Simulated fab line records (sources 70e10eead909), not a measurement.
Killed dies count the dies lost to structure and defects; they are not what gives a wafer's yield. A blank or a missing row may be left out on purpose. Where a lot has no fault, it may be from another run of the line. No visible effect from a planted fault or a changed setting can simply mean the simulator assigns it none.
Matching of chambers / flow nandHarc / NHARC_A_STAIRCASE_DEP_301 on pecvd-04: 3 sister chambers
The step deposits SiON, target thk 30 nm. 3 wafers are shown with their chamber, then 7 later ones without.

## EACH WAFER AND ITS CHAMBER
wafer=L089.6; chamber=2; heaterPowerW (W)=523
wafer=L088.3; chamber=1; heaterPowerW (W)=810
wafer=L088.4; chamber=0; heaterPowerW (W)=657

## WAFERS WITH NO CHAMBER GIVEN
wafer=L088.5; heaterPowerW (W)=793
wafer=L093.1; heaterPowerW (W)=687
wafer=L093.2; heaterPowerW (W)=563
wafer=L093.4; heaterPowerW (W)=815
wafer=L097.3; heaterPowerW (W)=647
wafer=L097.5; heaterPowerW (W)=767
wafer=L097.6; heaterPowerW (W)=627

## WHICH CHAMBER EACH WENT THROUGH
wafer=L088.5; from the rows above=1; in truth=1
wafer=L093.1; from the rows above=0; in truth=0
wafer=L093.2; from the rows above=can't be placed: 2 or 0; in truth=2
wafer=L093.4; from the rows above=1; in truth=1
wafer=L097.3; from the rows above=0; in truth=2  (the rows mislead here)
wafer=L097.5; from the rows above=1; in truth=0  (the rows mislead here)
wafer=L097.6; from the rows above=0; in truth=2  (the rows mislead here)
Correctly placed: 3 of 7. Can't be placed from these rows: 1 (the true chamber is among the candidates in 1). Number placed wrongly: 3.
How it was worked out, from the rows above alone: a wafer's distance from a chamber is the root of the sum, over the readings, of the square of ((its reading less the chamber's mean) divided by the reading's scatter). The wafer belongs to the nearest chamber; if the next one is less than 2 further off, it can't be placed. The mean given for a chamber averages the wafers shown for that chamber. The scatter: with one shown wafer a chamber, the root of the mean of the squares of how far each hidden wafer lies from its nearest shown one.
